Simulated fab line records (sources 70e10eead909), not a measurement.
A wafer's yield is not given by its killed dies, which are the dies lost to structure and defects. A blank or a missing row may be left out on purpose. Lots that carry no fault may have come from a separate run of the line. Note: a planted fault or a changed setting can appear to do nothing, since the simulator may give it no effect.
Which of the tools did it? | flow nand harc | 24 lots, 72 wafers sampled, at 6 steps of a route of 1302

== WHAT EACH GAUGE READ, for each wafer ==
Not one reading of a measure or inspect step in the record can be checked against a usual standard deviation.

== TOOL THAT RAN EACH LOT (tool first, then ch and the chambers of the sampled wafers, then the start) ==
lot  | NHARC_A_STAIRCASE_STRIP_171          | NHARC_A_STAIRCASE_ETCH_13                     | NHARC_A_STAIRCASE_ETCH_17                     | NHARC_A_STAIRCASE_STRIP_175          | NHARC_A_STAIRCASE_ETCH_203     | NHARC_A_STAIRCASE_ETCH_221
L075 | plasma asher-01 ch 0,1, day 15 17:47 | rie diel-12 ch 0,1, day 15 21:32 or earlier   | rie diel-12 ch 0,2,3, day 15 21:32 or earlier | plasma asher-01 ch 0,1, day 15 21:32 | rie diel-03 ch 1,2, no start   | rie diel-05 ch 2,3, no start
L074 | plasma asher-02 ch 0, day 15 17:50   | rie diel-05 ch 0,2,3, day 15 21:43 or earlier | rie diel-05 ch 0,1,3, day 15 21:43 or earlier | plasma asher-02 ch 0, day 15 21:43   | rie diel-03 ch 0,1, no start   | rie diel-12 ch 0,1, no start
L076 | plasma asher-01 ch 0,1, day 16 17:43 | rie diel-12 ch 1,2,3, day 16 21:25 or earlier | rie diel-12 ch 2,3, day 16 21:25 or earlier   | plasma asher-01 ch 0,1, day 16 21:25 | rie diel-03 ch 0,2,3, no start | rie diel-05 ch 1,2,3, no start
L077 | plasma asher-01 ch 0,1, day 17 01:37 | rie diel-03 ch 1,3, day 17 05:18 or earlier   | rie diel-03 ch 0,2, day 17 05:18 or earlier   | plasma asher-02 ch 0,1, day 17 05:18 | rie diel-03 ch 2,3, no start   | rie diel-03 ch 1,3, no start
L078 | plasma asher-02 ch 0,1, day 17 10:47 | rie diel-03 ch 0,1, day 17 14:39 or earlier   | rie diel-03 ch 0,3, day 17 14:39 or earlier   | plasma asher-01 ch 0,1, day 17 14:39 | rie diel-05 ch 0,2, no start   | rie diel-12 ch 0,1,2, no start
L081 | plasma asher-01 ch 0,1, day 17 21:28 | rie diel-03 ch 1,2, day 18 02:21 or earlier   | rie diel-03 ch 0,2, day 18 02:21 or earlier   | plasma asher-02 ch 0,1, day 18 02:21 | rie diel-03 ch 1,3, no start   | rie diel-03 ch 0,2, no start
L079 | plasma asher-02 ch 0,1, day 17 21:29 | rie diel-12 ch 0,1,2, day 18 01:19 or earlier | rie diel-12 ch 1,2,3, day 18 01:19 or earlier | plasma asher-02 ch 0,1, day 18 01:19 | rie diel-03 ch 0,2,3, no start | rie diel-05 ch 0,2, no start
L080 | plasma asher-02 ch 0,1, day 18 00:17 | rie diel-12 ch 0,2, day 18 04:40 or earlier   | rie diel-12 ch 0,2, day 18 04:40 or earlier   | plasma asher-01 ch 0,1, day 18 04:40 | rie diel-12 ch 0,1, no start   | rie diel-12 ch 0,1,2, no start
L082 | plasma asher-01 ch 0,1, day 19 00:19 | rie diel-05 ch 1,3, day 19 04:01 or earlier   | rie diel-05 ch 1,2,3, day 19 04:01 or earlier | plasma asher-01 ch 1, day 19 04:01   | rie diel-12 ch 1,2, no start   | rie diel-05 ch 1,2,3, no start
L083 | plasma asher-01 ch 0,1, day 19 21:18 | rie diel-05 ch 0,1,2, day 20 01:32 or earlier | rie diel-05 ch 0,1,2, day 20 01:32 or earlier | plasma asher-01 ch 0,1, day 20 01:32 | rie diel-12 ch 0,1,2, no start | rie diel-05 ch 0,1,3, no start
L085 | plasma asher-02 ch 0,1, day 20 00:22 | rie diel-05 ch 1,2,3, day 20 07:05 or earlier | rie diel-05 ch 1,3, day 20 07:05 or earlier   | plasma asher-02 ch 0,1, day 20 07:05 | rie diel-12 ch 0,2,3, no start | rie diel-05 ch 0,1,3, no start
L084 | plasma asher-02 ch 0,1, day 20 00:42 | rie diel-05 ch 2,3, day 20 07:25 or earlier   | rie diel-12 ch 0,1, day 20 07:25 or earlier   | plasma asher-02 ch 0,1, day 20 07:25 | rie diel-05 ch 0,1,3, no start | rie diel-05 ch 0,1, no start
L086 | plasma asher-02 ch 0,1, day 20 10:14 | rie diel-05 ch 1,3, day 20 14:04 or earlier   | rie diel-05 ch 0,1,3, day 20 14:04 or earlier | plasma asher-01 ch 0,1, day 20 14:04 | rie diel-03 ch 0,2,3, no start | rie diel-05 ch 0,1, no start
L088 | plasma asher-02 ch 0,1, day 21 19:07 | rie diel-12 ch 1,2,3, day 21 23:10 or earlier | rie diel-12 ch 2,3, day 21 23:10 or earlier   | plasma asher-02 ch 0,1, day 21 23:10 | rie diel-12 ch 0,1,3, no start | rie diel-03 ch 0,2, no start
L087 | plasma asher-01 ch 0,1, day 21 19:48 | rie diel-03 ch 0,3, day 22 00:12 or earlier   | rie diel-03 ch 2,3, day 22 00:12 or earlier   | plasma asher-01 ch 0,1, day 22 00:12 | rie diel-05 ch 1,2,3, no start | rie diel-05 ch 1,2, no start
L090 | plasma asher-01 ch 0,1, day 22 06:05 | rie diel-03 ch 0,2,3, day 22 10:02 or earlier | rie diel-03 ch 2,3, day 22 10:02 or earlier   | plasma asher-02 ch 0,1, day 22 10:02 | rie diel-05 ch 1,2, no start   | rie diel-12 ch 0,3, no start
L089 | plasma asher-02 ch 0,1, day 22 06:22 | rie diel-05 ch 0,1, day 22 10:40 or earlier   | rie diel-05 ch 0,1,2, day 22 10:40 or earlier | plasma asher-01 ch 0,1, day 22 10:40 | rie diel-12 ch 0,1, no start   | rie diel-12 ch 0,2,3, no start
L091 | plasma asher-02 ch 0,1, day 22 18:40 | rie diel-05 ch 0,1,2, day 22 22:20 or earlier | rie diel-05 ch 0,1,2, day 22 22:20 or earlier | plasma asher-02 ch 0,1, day 22 22:20 | rie diel-03 ch 0,1,2, no start | rie diel-12 ch 0,2,3, no start
L093 | plasma asher-02 ch 0,1, day 23 15:42 | rie diel-12 ch 0,2,3, day 23 20:50 or earlier | rie diel-12 ch 1,2, day 23 20:50 or earlier   | plasma asher-02 ch 0,1, day 23 20:50 | rie diel-12 ch 0,3, no start   | rie diel-05 ch 0,1,3, no start
L092 | plasma asher-01 ch 0,1, day 23 15:51 | rie diel-03 ch 1,2, day 23 20:15 or earlier   | rie diel-03 ch 0,1, day 23 20:15 or earlier   | plasma asher-02 ch 0,1, day 23 20:15 | rie diel-03 ch 0,1,3, no start | rie diel-03 ch 0,1,3, no start
L094 | plasma asher-01 ch 0,1, day 24 12:11 | rie diel-03 ch 0,1,3, day 24 16:00 or earlier | rie diel-03 ch 0,1,3, day 24 16:00 or earlier | plasma asher-02 ch 0,1, day 24 16:00 | rie diel-03 ch 2,3, no start   | rie diel-05 ch 0,3, no start
L095 | plasma asher-02 ch 0,1, day 24 12:29 | rie diel-03 ch 0,2,3, day 24 17:26 or earlier | rie diel-03 ch 0,2,3, day 24 17:26 or earlier | plasma asher-01 ch 0,1, day 24 17:26 | rie diel-05 ch 1,2,3, no start | rie diel-05 ch 0,1,3, no start
L097 | plasma asher-01 ch 0,1, day 25 00:22 | rie diel-05 ch 0,2,3, day 25 04:28 or earlier | rie diel-05 ch 0,2,3, day 25 04:28 or earlier | plasma asher-01 ch 0,1, day 25 04:28 | rie diel-03 ch 0,1,2, no start | rie diel-12 ch 0,1,2, no start
L096 | plasma asher-02 ch 0,1, day 25 00:40 | rie diel-05 ch 0,2,3, day 25 04:39 or earlier | rie diel-05 ch 1,3, day 25 04:39 or earlier   | plasma asher-02 ch 0,1, day 25 04:39 | rie diel-12 ch 1,2, no start   | rie diel-12 ch 0,1,2, no start
- NHARC_A_STAIRCASE_STRIP_171: strips in O2.
- NHARC_A_STAIRCASE_ETCH_13: etches the open film in C4F8/O2, target depth 100 nm, time 40.5 s.
- NHARC_A_STAIRCASE_ETCH_17: etches the open film in C4F8/O2, target depth 100 nm, time 40.5 s.
- NHARC_A_STAIRCASE_STRIP_175: strips in O2.
- NHARC_A_STAIRCASE_ETCH_203: etches the open film in C4F8/O2, target depth 100 nm, time 40.5 s.
- NHARC_A_STAIRCASE_ETCH_221: etches the open film in C4F8/O2, target depth 100 nm, time 40.5 s.

== AS READ BY THE TOOLS THEMSELVES (means over the sampled wafers that have a number; for cases with no such wafer, the mark the record gives instead) ==
NHARC_A_STAIRCASE_STRIP_171.
lot  | tool            | drypump motor current A (A) | heater power w (W)
L075 | plasma asher-01 | 5.63                        | 342
L074 | plasma asher-02 | 5.55                        | 351
L076 | plasma asher-01 | 5.63                        | 344
L077 | plasma asher-01 | 5.70                        | 347
L078 | plasma asher-02 | 5.79                        | 375
L081 | plasma asher-01 | 5.71                        | 349
L079 | plasma asher-02 | 5.81                        | 373
L080 | plasma asher-02 | 5.67                        | 362
L082 | plasma asher-01 | 5.63                        | 342
L083 | plasma asher-01 | 5.69                        | 350
L085 | plasma asher-02 | 5.82                        | 373
L084 | plasma asher-02 | 5.81                        | 372
L086 | plasma asher-02 | 5.67                        | 362
L088 | plasma asher-02 | 5.65                        | 364
L087 | plasma asher-01 | 5.62                        | 340
L090 | plasma asher-01 | 5.61                        | 342
L089 | plasma asher-02 | 5.80                        | 375
L091 | plasma asher-02 | 5.82                        | 377
L093 | plasma asher-02 | 5.69                        | 361
L092 | plasma asher-01 | 5.70                        | 341
L094 | plasma asher-01 | 5.60                        | 348
L095 | plasma asher-02 | 5.67                        | 362
L097 | plasma asher-01 | 5.70                        | 343
L096 | plasma asher-02 | 5.69                        | 358

NHARC_A_STAIRCASE_ETCH_13.
lot  | tool        | oes product au (a.u.) | rf vpp V (V)
L075 | rie diel-12 | 0.959                 | 894
L074 | rie diel-05 | 0.935                 | 896
L076 | rie diel-12 | 0.939                 | 894
L077 | rie diel-03 | 0.958                 | 894
L078 | rie diel-03 | 0.948                 | 899
L081 | rie diel-03 | 0.946                 | 896
L079 | rie diel-12 | 0.963                 | 894
L080 | rie diel-12 | 0.943                 | 895
L082 | rie diel-05 | 0.952                 | 896
L083 | rie diel-05 | 0.935                 | 893
L085 | rie diel-05 | 0.949                 | 894
L084 | rie diel-05 | 0.943                 | 898
L086 | rie diel-05 | 0.922                 | 895
L088 | rie diel-12 | 0.958                 | 893
L087 | rie diel-03 | 0.950                 | 901
L090 | rie diel-03 | 0.944                 | 901
L089 | rie diel-05 | 0.958                 | 892
L091 | rie diel-05 | 0.946                 | 892
L093 | rie diel-12 | 0.949                 | 892
L092 | rie diel-03 | 0.934                 | 897
L094 | rie diel-03 | 0.953                 | 901
L095 | rie diel-03 | 0.937                 | 900
L097 | rie diel-05 | 0.955                 | 896
L096 | rie diel-05 | 0.936                 | 896

NHARC_A_STAIRCASE_ETCH_17.
lot  | tool        | oes product au (a.u.) | rf vpp V (V)
L075 | rie diel-12 | 0.939                 | 892
L074 | rie diel-05 | 0.941                 | 895
L076 | rie diel-12 | 0.945                 | 891
L077 | rie diel-03 | 0.963                 | 898
L078 | rie diel-03 | 0.950                 | 895
L081 | rie diel-03 | 0.933                 | 898
L079 | rie diel-12 | 0.950                 | 895
L080 | rie diel-12 | 0.953                 | 896
L082 | rie diel-05 | 0.943                 | 894
L083 | rie diel-05 | 0.936                 | 893
L085 | rie diel-05 | 0.940                 | 892
L084 | rie diel-12 | 0.960                 | 893
L086 | rie diel-05 | 0.941                 | 894
L088 | rie diel-12 | 0.943                 | 894
L087 | rie diel-03 | 0.949                 | 903
L090 | rie diel-03 | 0.948                 | 903
L089 | rie diel-05 | 0.956                 | 892
L091 | rie diel-05 | 0.953                 | 892
L093 | rie diel-12 | 0.939                 | 895
L092 | rie diel-03 | 0.940                 | 898
L094 | rie diel-03 | 0.941                 | 900
L095 | rie diel-03 | 0.940                 | 900
L097 | rie diel-05 | 0.941                 | 896
L096 | rie diel-05 | 0.923                 | 895

NHARC_A_STAIRCASE_STRIP_175.
lot  | tool            | drypump motor current A (A) | heater power w (W)
L075 | plasma asher-01 | 5.64                        | 334
L074 | plasma asher-02 | 5.55                        | 346
L076 | plasma asher-01 | 5.70                        | 343
L077 | plasma asher-02 | 5.68                        | 359
L078 | plasma asher-01 | 5.70                        | 341
L081 | plasma asher-02 | 5.82                        | 373
L079 | plasma asher-02 | 5.69                        | 356
L080 | plasma asher-01 | 5.70                        | 347
L082 | plasma asher-01 | 5.59                        | 332
L083 | plasma asher-01 | 5.64                        | 340
L085 | plasma asher-02 | 5.82                        | 372
L084 | plasma asher-02 | 5.68                        | 359
L086 | plasma asher-01 | 5.62                        | 339
L088 | plasma asher-02 | 5.84                        | 368
L087 | plasma asher-01 | 5.62                        | 343
L090 | plasma asher-02 | 5.69                        | 356
L089 | plasma asher-01 | 5.71                        | 350
L091 | plasma asher-02 | 5.82                        | 371
L093 | plasma asher-02 | 5.80                        | 369
L092 | plasma asher-02 | 5.68                        | 362
L094 | plasma asher-02 | 5.81                        | 377
L095 | plasma asher-01 | 5.70                        | 343
L097 | plasma asher-01 | 5.63                        | 345
L096 | plasma asher-02 | 5.68                        | 358

NHARC_A_STAIRCASE_ETCH_203.
lot  | tool        | oes product au (a.u.) | rf vpp V (V)
L075 | rie diel-03 | 0.966                 | 898
L074 | rie diel-03 | 0.949                 | 899
L076 | rie diel-03 | 0.953                 | 894
L077 | rie diel-03 | 0.949                 | 892
L078 | rie diel-05 | 0.942                 | 895
L081 | rie diel-03 | 0.953                 | 893
L079 | rie diel-03 | 0.935                 | 894
L080 | rie diel-12 | 0.934                 | 895
L082 | rie diel-12 | 0.939                 | 897
L083 | rie diel-12 | 0.934                 | 894
L085 | rie diel-12 | 0.953                 | 892
L084 | rie diel-05 | 0.931                 | 894
L086 | rie diel-03 | 0.954                 | 901
L088 | rie diel-12 | 0.944                 | 892
L087 | rie diel-05 | 0.930                 | 894
L090 | rie diel-05 | 0.923                 | 890
L089 | rie diel-12 | 0.949                 | 895
L091 | rie diel-03 | 0.949                 | 898
L093 | rie diel-12 | 0.960                 | 889
L092 | rie diel-03 | 0.957                 | 901
L094 | rie diel-03 | 0.946                 | 898
L095 | rie diel-05 | 0.943                 | 893
L097 | rie diel-03 | 0.953                 | 898
L096 | rie diel-12 | 0.936                 | 896

NHARC_A_STAIRCASE_ETCH_221.
lot  | tool        | oes product au (a.u.) | rf vpp V (V)
L075 | rie diel-05 | 0.925                 | 897
L074 | rie diel-12 | 0.961                 | 894
L076 | rie diel-05 | 0.919                 | 894
L077 | rie diel-03 | 0.935                 | 895
L078 | rie diel-12 | 0.923                 | 895
L081 | rie diel-03 | 0.951                 | 898
L079 | rie diel-05 | 0.929                 | 895
L080 | rie diel-12 | 0.930                 | 895
L082 | rie diel-05 | 0.927                 | 894
L083 | rie diel-05 | 0.924                 | 894
L085 | rie diel-05 | 0.923                 | 894
L084 | rie diel-05 | 0.931                 | 892
L086 | rie diel-05 | 0.939                 | 889
L088 | rie diel-03 | 0.950                 | 896
L087 | rie diel-05 | 0.917                 | 893
L090 | rie diel-12 | 0.952                 | 889
L089 | rie diel-12 | 0.935                 | 892
L091 | rie diel-12 | 0.949                 | 891
L093 | rie diel-05 | 0.941                 | 894
L092 | rie diel-03 | 0.953                 | 901
L094 | rie diel-05 | 0.962                 | 894
L095 | rie diel-05 | 0.952                 | 893
L097 | rie diel-12 | 0.941                 | 894
L096 | rie diel-12 | 0.940                 | 893

== THE ANSWER, worked out from the rows above alone ==
Rule: what is usual is taken from the lots themselves. Put in order of their means at a reading, lots are off if they are a third of the lots or fewer, leave a main group of 4 or more, and stand apart from it by a gap of 3 or more times the standard deviation of the main group's means; of several such gaps the widest counts. A main group is skipped when, at the precision printed for the reading in the tables above, its means are all equal. A lot without any number at a reading at which 4 lots or more have one is off too. All remaining lots with rows at the step are treated as sound. The gauges are gone through in route order, then the tools' own readings, and for those a lot's mean is taken as printed above. The first step at which some lot is off is used, and at that step the reading that is off furthest; a lot without a number counts as furthest.
Across all readings shown, no lot is off: no conclusion can be drawn from this.

== WHAT THE SIMULATOR HAD INSERTED ==
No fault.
